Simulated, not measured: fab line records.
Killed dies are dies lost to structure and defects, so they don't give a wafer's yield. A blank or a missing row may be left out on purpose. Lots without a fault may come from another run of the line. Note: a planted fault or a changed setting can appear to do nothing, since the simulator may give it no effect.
Split-lot experiment | flow n5Finfet | on a route of 1938 steps: 7 lots, 39 wafers read

ABOUT THE SPLIT
At N5_HKMG_FIN_ETCH_55 (etches SOC in N2/H2, target depth 240 nm, time 300 s), the setting timeS was moved away from the recipe's 300 s on 15 of the 39 wafers read, by -48.3% to +57.8%. All remaining wafers had this setting at the recipe value.

The split's own step is where the reading is taken.

THE READING
SiARC_of_HKMG_FIN_COAT_42.thkNm (the simulator's own value, which no gauge read), in nm, at N5_HKMG_FIN_ETCH_55 (etches SOC in N2/H2, target depth 240 nm, time 300 s). There is no usual value for it anywhere in the file. Here, 24 wafers ran the recipe; their average is 21.2 nm with a standard deviation of 0.44 nm.

wafer  | tool, chamber at the split | timeS as run, s | against the recipe | SiARC_of_HKMG_FIN_COAT_42.thkNm, nm | against lot-mates on the recipe
L078.1 | rieDiel-04, 1              | 300             | recipe             | 20.6                                | -
L078.2 | rieDiel-04, 0              | 421.4           | +40.5%             | 15.8                                | -5.1
L078.3 | rieDiel-04, 3              | 421.4           | +40.5%             | 15.2                                | -5.7
L078.4 | rieDiel-04, 2              | 421.4           | +40.5%             | 15.6                                | -5.3
L078.5 | rieDiel-04, 0              | 300             | recipe             | 21.4                                | -
L078.6 | rieDiel-04, 3              | 300             | recipe             | 20.8                                | -
L081.1 | rieDiel-04, 1              | 371.9           | +24.0%             | 17.2                                | -3.7
L081.2 | rieDiel-04, 0              | 300             | recipe             | 21.2                                | -
L081.3 | rieDiel-04, 3              | 300             | recipe             | 20.6                                | -
L081.4 | rieDiel-04, 2              | 300             | recipe             | 21                                  | -
L081.5 | rieDiel-04, 2              | 371.9           | +24.0%             | 17.6                                | -3.3
L081.6 | rieDiel-04, 3              | 371.9           | +24.0%             | 17.2                                | -3.7
L088.1 | rieDiel-04, 3              | 300             | recipe             | 21                                  | -
L088.2 | rieDiel-04, 1              | 300             | recipe             | 20.8                                | -
L088.3 | rieDiel-04, 2              | 191.9           | -36.0%             | 26.2                                | +5.3
L088.4 | rieDiel-04, 3              | 191.9           | -36.0%             | 26.2                                | +5.3
L088.5 | rieDiel-04, 2              | 191.9           | -36.0%             | 26.2                                | +5.3
L088.6 | rieDiel-04, 1              | 300             | recipe             | 21                                  | -
L089.1 | rieDiel-06, 3              | 473.3           | +57.8%             | 13.6                                | -7.6
L089.2 | rieDiel-06, 1              | 300             | recipe             | 20.8                                | -
L089.3 | rieDiel-06, 2              | 300             | recipe             | 21.6                                | -
L089.4 | rieDiel-06, 0              | 300             | recipe             | 21.2                                | -
L089.5 | rieDiel-06, 0              | 473.3           | +57.8%             | 13.2                                | -8.0
L089.6 | rieDiel-06, 3              | 473.3           | +57.8%             | 13.8                                | -7.4
L092.1 | rieDiel-03, 1              | 300             | recipe             | 21.6                                | -
L092.2 | rieDiel-03, 0              | 155.1           | -48.3%             | 28                                  | +6.9
L092.3 | rieDiel-03, 3              | 300             | recipe             | 20.4                                | -
L092.4 | rieDiel-03, 2              | 155.1           | -48.3%             | 27.4                                | +6.3
L092.5 | rieDiel-03, 3              | 155.1           | -48.3%             | 27.4                                | +6.3
L092.6 | rieDiel-03, 0              | 300             | recipe             | 21.4                                | -
L093.1 | rieDiel-06, 0              | 300             | recipe             | 21                                  | -
L093.2 | rieDiel-06, 3              | 300             | recipe             | 21.6                                | -
L093.3 | rieDiel-06, 1              | 300             | recipe             | 20.6                                | -
L093.4 | rieDiel-06, 2              | 300             | recipe             | 21.8                                | -
L093.5 | rieDiel-06, 3              | 300             | recipe             | 21.6                                | -
L093.6 | rieDiel-06, 0              | 300             | recipe             | 21                                  | -
L096.3 | rieDiel-06, 1              | 300             | recipe             | 21.2                                | -
L096.4 | rieDiel-06, 3              | 300             | recipe             | 22                                  | -
L096.5 | rieDiel-06, 3              | 300             | recipe             | 22                                  | -

FIT RESULTS
A straight line over all 39 wafers: SiARC_of_HKMG_FIN_COAT_42.thkNm changes by -0.136 nm for each +1% of timeS; r = -0.99; the points scatter about the line by 0.43 nm.
The same after taking each lot's own level away (the mean of its wafers on the recipe; 39 wafers): -0.136 nm for each +1%; r = -1.00; scatter 0.36 nm.
That fit puts the effect of the largest move of timeS on the reading at 7.9 nm.
The span of the lots' own levels, 20.93 to 21.73 nm, comes to 1.8 times the standard deviation stated above.
The two slopes agree, so the slope changes little with the lot-to-lot level.
Check: -7.89 nm against its lot-mates is what the line predicts for one of the wafers moved furthest among these (+57.8%) when that wafer is left out of the fit. Against them it came out at -7.6 nm.

OTHER SPLITS ON THESE WAFERS
Before the reading, these wafers also passed through other splits. Each is held against what the fit with the lots' levels taken away leaves over:
other split on the same wafers        | wafers away from the commonest value | r with SiARC_of_HKMG_FIN_COAT_42.thkNm (lot level and that fit taken away)
N5_ZERO_LAYER_PECVD_02 timeS          | 12                                   | +0.00
N5_ZERO_LAYER_DEVELOP_10 developTimeS | 18                                   | -0.08
N5_SD_EPI_N_DESCUM_14 timeS           | 12                                   | +0.16

THE WHOLE CHAIN: every reading that the file lists as answering this split, in the file's order
step                | what it does                                         | reading                                                                          | change (the file's fit)               | r (the file's)
N5_HKMG_FIN_ETCH_55 | etches SOC in N2/H2, target depth 240 nm, time 300 s | HKMG_FIN.featureDepthNm (the simulator's own value, which no gauge read)         | +2.42 nm for each +1% of the setting  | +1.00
N5_HKMG_FIN_ETCH_55 | etches SOC in N2/H2, target depth 240 nm, time 300 s | etch.depthNm (the simulator's own value, which no gauge read)                    | +2.42 nm for each +1% of the setting  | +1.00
N5_HKMG_FIN_ETCH_55 | etches SOC in N2/H2, target depth 240 nm, time 300 s | SiARC_of_HKMG_FIN_COAT_42.thkNm (the simulator's own value, which no gauge read) | -0.136 nm for each +1% of the setting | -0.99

THE FILE'S OWN FIT
SiARC_of_HKMG_FIN_COAT_42.thkNm changes by -0.136 nm for each +1% of timeS, r = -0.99.
